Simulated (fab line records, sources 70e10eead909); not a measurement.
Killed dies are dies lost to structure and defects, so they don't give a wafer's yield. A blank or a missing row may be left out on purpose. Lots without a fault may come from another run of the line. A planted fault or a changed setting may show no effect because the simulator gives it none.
Which tool did it? | flow nand_harc | 11 lots, 33 wafers sampled, at 4 steps of a route of 1302

WHAT THE GAUGES READ, wafer by wafer
NHARC_P_ZERO_WELL_CD_MEAS_11: target cd 500 nm. Usual: cd_nm 500.1 nm, standard deviation 2.1.
lot  | measured     | on        | cd_nm (nm)        | flag
L155 | day 1 21:18  | cd_sem-02 | 501.1 498.4 498.9 |
L156 | day 2 07:07  | cd_sem-02 | 497.7 499.0 500.5 |
L157 | day 2 17:14  | cd_sem-03 | 500.0 496.4 499.1 |
L160 | day 3 23:14  | cd_sem-03 | 501.1 502.3 499.2 |
L161 | day 4 09:07  | cd_sem-03 | 501.5 500.9 502.6 |
L165 | day 6 01:15  | cd_sem-02 | 502.8 501.4 502.9 |
L167 | day 6 21:15  | cd_sem-03 | 498.6 500.6 501.2 |
L175 | day 10 05:14 | cd_sem-03 | 503.5 502.6 501.3 |
L176 | day 10 15:15 | cd_sem-01 | 497.6 498.2 500.8 |
L177 | day 11 01:14 | cd_sem-02 | 497.3 498.0 499.5 |
L178 | day 11 11:07 | cd_sem-03 | 504.5 503.5 503.9 |

NHARC_P_ZERO_WELL_CD_MEAS_24: target cd 720 nm. Usual: cd_nm 720.6 nm, standard deviation 1.8.
lot  | measured     | on        | cd_nm (nm)                          | flag
L155 | day 1 22:38  | cd_sem-02 | 717.8 720.1 718.0                   |
L156 | day 2 08:31  | cd_sem-03 | 722.0 721.7 721.8                   |
L157 | day 2 18:35  | cd_sem-03 | 719.9 721.2 721.4                   |
L160 | day 4 00:35  | cd_sem-01 | 721.4 719.4 720.9                   |
L161 | day 4 11:29  | cd_sem-02 | 718.7 721.9 722.5                   |
L165 | day 6 02:55  | cd_sem-03 | 707.3 705.9 709.2 707.0 706.0 709.2 | OFF
L167 | day 6 22:35  | cd_sem-02 | 720.2 721.9 718.5                   |
L175 | day 10 06:34 | cd_sem-01 | 718.8 717.3 720.6                   |
L176 | day 10 16:40 | cd_sem-02 | 722.6 721.1 719.9                   |
L177 | day 11 02:34 | cd_sem-01 | 721.5 718.2 718.5                   |
L178 | day 11 12:20 | cd_sem-02 | 719.3 723.4 719.4                   |

WHICH TOOL RAN EACH LOT (tool, then ch and the chambers of the sampled wafers, then the start)
lot  | NHARC_P_ZERO_WELL_ETCH_65          | NHARC_P_ZERO_WELL_EXPOSE_21
L155 | rie_diel-07 ch 2,3, day 1 21:32    | krf_scanner-01 ch 0, day 1 22:29
L156 | rie_diel-07 ch 1,2, day 2 07:22    | krf_scanner-04 ch 0, day 2 08:22
L157 | rie_diel-13 ch 0,2, day 2 17:29    | krf_scanner-01 ch 0, day 2 18:26
L160 | rie_diel-13 ch 0,2,3, day 3 23:29  | krf_scanner-01 ch 0, day 4 00:26
L161 | rie_diel-03 ch 0,1,2, day 4 10:31  | krf_scanner-01 ch 0, day 4 11:20
L165 | rie_diel-03 ch 0,2,3, day 6 01:49  | krf_scanner-01 ch 0, day 6 02:46
L167 | rie_diel-07 ch 1,2, day 6 21:29    | krf_scanner-04 ch 0, day 6 22:26
L175 | rie_diel-13 ch 0,2, day 10 05:29   | krf_scanner-02 ch 0, day 10 06:25
L176 | rie_diel-13 ch 0,1,2, day 10 15:32 | krf_scanner-04 ch 0, day 10 16:31
L177 | rie_diel-03 ch 1,3, day 11 01:31   | krf_scanner-04 ch 0, day 11 02:25
L178 | rie_diel-13 ch 1,2,3, day 11 11:22 | krf_scanner-04 ch 0, day 11 12:11
- NHARC_P_ZERO_WELL_ETCH_65: etches the open film in N2/H2, target depth 80 nm, overetch 24 nm, time 87.88 s.
- NHARC_P_ZERO_WELL_EXPOSE_21: exposes mask P NWELL, target cd 720 nm.

WHAT THE TOOLS THEMSELVES READ (means of the sampled wafers that have a number; where no wafer has one, the mark that the record gives instead)
NHARC_P_ZERO_WELL_ETCH_65. Usual: drypump_motor_current_A 5.9 A, standard deviation 0.44; oes_product_au 1.000 a.u., standard deviation 0.0099; rf_vpp_V 430.8 V, standard deviation 2.5; showerhead_plenum_p_Torr 2.05 Torr, standard deviation 0.083; throttle_valve_pct 14.171 %, standard deviation 0.0089.
lot  | tool        | drypump_motor_current_A (A) | oes_product_au (a.u.) | rf_vpp_V (V) | showerhead_plenum_p_Torr (Torr) | throttle_valve_pct (%) | flag
L155 | rie_diel-07 | 5.8                         | 1.009                 | 429.1        | 1.99                            | 14.176                 |
L156 | rie_diel-07 | 6.4                         | 0.992                 | 432.8        | 2.12                            | 14.165                 |
L157 | rie_diel-13 | 5.5                         | 0.982                 | 432.0        | 2.10                            | 14.164                 |
L160 | rie_diel-13 | 5.8                         | 0.985                 | 432.0        | 2.09                            | 14.176                 |
L161 | rie_diel-03 | 5.9                         | 0.993                 | 429.5        | 2.02                            | 14.161                 |
L165 | rie_diel-03 | 6.2                         | 1.005                 | 430.6        | 2.02                            | 14.173                 |
L167 | rie_diel-07 | 6.1                         | 1.008                 | 430.9        | 2.06                            | 14.173                 |
L175 | rie_diel-13 | 5.6                         | 1.001                 | 431.2        | 2.05                            | 14.181                 |
L176 | rie_diel-13 | 5.5                         | 0.997                 | 432.8        | 2.11                            | 14.172                 |
L177 | rie_diel-03 | 5.4                         | 1.019                 | 431.0        | 2.05                            | 14.164                 |
L178 | rie_diel-13 | 5.8                         | 0.997                 | 432.1        | 2.10                            | 14.173                 |

NHARC_P_ZERO_WELL_EXPOSE_21. Usual: exposure_dose_mJ_cm2 22.310, standard deviation 0.024.
lot  | tool           | exposure_dose_mJ_cm2 | flag
L155 | krf_scanner-01 | 22.347               |
L156 | krf_scanner-04 | 22.278               |
L157 | krf_scanner-01 | 22.312               |
L160 | krf_scanner-01 | 22.298               |
L161 | krf_scanner-01 | 22.309               |
L165 | krf_scanner-01 | 22.313               |
L167 | krf_scanner-04 | 22.326               |
L175 | krf_scanner-02 | 22.299               |
L176 | krf_scanner-04 | 22.294               |
L177 | krf_scanner-04 | 22.292               |
L178 | krf_scanner-04 | 22.298               |

THE ANSWER, worked out from the rows above alone
Rule: a lot is off if the mean of its wafers that have a number lies more than 3 standard deviations from the usual mean. A lot without any number at a reading at which 4 lots or more have one is off too. The other lots that the step has rows for count as sound. The gauges are gone through in route order, then the tools' own readings, and for those a lot's mean is taken as printed above. The first step at which some lot is off is used, and at that step the reading that is off furthest; a lot without a number counts as furthest.
Off: L165, at NHARC_P_ZERO_WELL_CD_MEAS_24 (cd_nm).
A tool fits if, at a process step before that reading, it ran every lot that is off, and no sound lot after the first of them. The gauges at NHARC_P_ZERO_WELL_CD_MEAS_24 are tried like those tools. Can't be told from this: 2 tools fit, krf_scanner-01 at NHARC_P_ZERO_WELL_EXPOSE_21, cd_sem-03 at NHARC_P_ZERO_WELL_CD_MEAS_24.

WHAT THE SIMULATOR HAD PUT IN
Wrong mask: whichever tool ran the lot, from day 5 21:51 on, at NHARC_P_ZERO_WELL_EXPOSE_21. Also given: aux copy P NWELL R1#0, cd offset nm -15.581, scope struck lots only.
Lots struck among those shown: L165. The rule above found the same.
